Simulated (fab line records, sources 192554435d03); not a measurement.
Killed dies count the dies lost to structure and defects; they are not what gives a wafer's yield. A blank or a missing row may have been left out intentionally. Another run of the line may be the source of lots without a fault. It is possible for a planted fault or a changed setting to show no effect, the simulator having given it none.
A struck lot beside a sound one + flow n5-finfet + 24 out of 1938 route steps
Sound: the wafers L873.1, L873.2, L873.5. Wafers L880.3, L880.4, L880.6 were the ones struck. The cause is named last.
Each step with rows lists, per side, the tool, then ch with its chambers, then its first start. Under that, the readings that differ: sound wafers + struck wafers + difference of the means + sigmas: that difference in standard deviations of wafers without a fault.
alike: readings whose means differ by less than 2 such deviations, and words and numbers that are the same on both sides. not compared: withheld readings, readings that some wafer has no value for, bounds like >300 that may hide the same value, and numbers for which the record gives no deviation and whose values overlap.
A row with sigmas, a row that says differs or no value, or rows on one side alone: a step with any of these is where the two part. Numbers that have no deviation but don't overlap get no sigmas and don't part them. A reading missing from all wafers of one side parts the sides only when that side holds two or more wafers.

N5_BEOL_M6_THK_MEAS_53: measures by xrf.
  struck on film-metro-02, day 12 17:32; sound on film-metro-01, day 10 10:19
  alike: M6_THK
then, 1 step without rows for these wafers: N5_BEOL_M6_PRE_CLEAN_55 (time 15 s).
N5_BEOL_M6_DEP_56: deposits SiCN from 3MS/NH3, target thk 10 nm, time 17.5 s.
  sound on pecvd-02 ch 1,2, day 10 10:23; struck on pecvd-02 ch 0,1, day 12 17:35
  alike: showerhead-plenum-p-Torr, showerhead-vpp-V, throttle-valve-pct
N5_BEOL_M6_RS_MEAS_57: measurement is done with a four-point probe.
  struck on film-metro-01, day 12 17:40; sound on film-metro-02, day 10 10:27
  alike: M6_RS
N5_BEOL_M6_INSPECT_58: inspects for defects (darkfield).
  struck on defect-inspect-02, day 12 17:41; sound on defect-inspect-02, day 10 10:28
  alike: raw-defect-count
N5_BEOL_M7_ILD_DEP_00: deposits SiCOH lowk from DEMS/porogen, target thk 179.75 nm, time 33.4 s.
  sound on pecvd-04 ch 0,1,2, day 10 10:31; struck on pecvd-02 ch 0,1, day 12 17:43
  alike: heater-power-w, showerhead-plenum-p-Torr, showerhead-vpp-V, throttle-valve-pct
then, 1 step without rows for these wafers: N5_BEOL_M7_CURE_74 (cures SiCOH lowk, time 240 s).
N5_BEOL_M7_THK_MEAS_01:
  struck on film-metro-02, day 12 18:18; sound on film-metro-02, day 10 11:05
  alike: M7_ILD_THK
N5_BEOL_M7_PECVD_70: deposits SiO2 from TEOS/O2, target thk 20 nm, time 22.7 s.
  sound on pecvd-01 ch 0,1, day 10 11:08; struck on pecvd-04 ch 1,2, day 12 18:20
  alike: heater-power-w, showerhead-plenum-p-Torr, showerhead-vpp-V, throttle-valve-pct
N5_BEOL_M7_HM_DEP_02: deposits TiN, target thk 20 nm.
  struck on pvd-sputter-03, day 12 18:41; sound on pvd-sputter-03, day 10 12:07
  alike: throttle-valve-pct
then, 2 steps without rows for these wafers: N5_BEOL_M7_COAT_59 (time 60 s, resist thk 100 nm); N5_BEOL_M7_COAT_60 (time 60 s, resist thk 35 nm).
N5_BEOL_M7_COAT_05: resist thk 90 nm.
  sound on litho-track-03 ch 0, day 10 12:15; struck on litho-track-03 ch 0, day 12 18:50
| reading                                      | sound                | struck               | difference | sigmas |
|----------------------------------------------|----------------------|----------------------|------------|--------|
| spin-speed-rpm (rpm)                         | 1499.7 1499.6 1500.8 | 1414.2 1412.5 1414.4 | -86.3      | -96    |
| model.CAR-ArF_of_BEOL_M7_COAT_05.thk-nm (nm) | 90 90.2 90           | 92.6 92.4 92.6       | +2.5       |        |
  alike: chill-plate-temp-C
then, 5 steps without rows for these wafers: N5_BEOL_M7_EBR_07; N5_BEOL_M7_SOFTBAKE_06 (time 60 s); N5_BEOL_M7_EXPOSE_08 (exposes mask M7); N5_BEOL_M7_PEB_09 (peb time 60 s); N5_BEOL_M7_DEVELOP_10 (develop time 30 s).
N5_BEOL_M7_CD_MEAS_11: target cd 38.5 nm.
  sound on cd-sem-03 ch 0, day 10 12:37; struck on cd-sem-03 ch 0, day 12 19:12
  alike: cd-nm
N5_BEOL_M7_OVL_MEAS_12:
  sound on overlay-02 ch 0, day 10 12:39; struck on overlay-01 ch 0, day 12 19:14
  alike: M7_OVL
N5_BEOL_M7_INSPECT_13: inspects for defects (brightfield).
  struck on defect-inspect-01, day 12 19:16; sound on defect-inspect-01, day 10 12:40
| reading          | sound       | struck      | difference | sigmas |
|------------------|-------------|-------------|------------|--------|
| raw-defect-count | 551 533 498 | 273 243 298 | -256       | -3     |
then, 1 step without rows for these wafers: N5_BEOL_M7_DESCUM_16 (chemistry O2, time 7.9 s).
N5_BEOL_M7_ETCH_61: etches SiARC in CF4, target depth 45.5 nm, time 75.8 s.
  sound on rie-diel-04 ch 1,3, day 10 12:59; struck on rie-diel-06 ch 1,3, day 12 19:56
| reading                                      | sound      | struck         | difference | sigmas |
|----------------------------------------------|------------|----------------|------------|--------|
| model.CAR-ArF_of_BEOL_M7_COAT_05.thk-nm (nm) | 51 51.2 51 | 53.4 53.4 53.4 | +2.3       |        |
  alike: chamber-pressure-mTorr, drypump-motor-current-A, etch-rf-on-time-s, oes-product-au, rf-vpp-V, showerhead-plenum-p-Torr, throttle-valve-pct
  not compared: rf-hours-counter-h
N5_BEOL_M7_ETCH_62: etches SOC in N2/H2, target depth 110 nm, overetch 22 nm, time 165 s.
  sound on rie-diel-04 ch 1,3, day 10 13:02; struck on rie-diel-06 ch 1,3, day 12 19:59
  alike: chamber-pressure-mTorr, drypump-motor-current-A, oes-product-au, rf-vpp-V, showerhead-plenum-p-Torr, throttle-valve-pct
  not compared: rf-hours-counter-h

WHERE THEY PART
Earliest at N5_BEOL_M7_COAT_05; latest, in this record, at N5_BEOL_M7_INSPECT_13. Later steps at which nothing parts them and some readings are alike: N5_BEOL_M7_ETCH_61, N5_BEOL_M7_ETCH_62.

WHY: the cause the simulator had injected
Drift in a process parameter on litho-track-03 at N5_BEOL_M7_COAT_05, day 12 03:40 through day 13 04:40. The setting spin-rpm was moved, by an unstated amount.
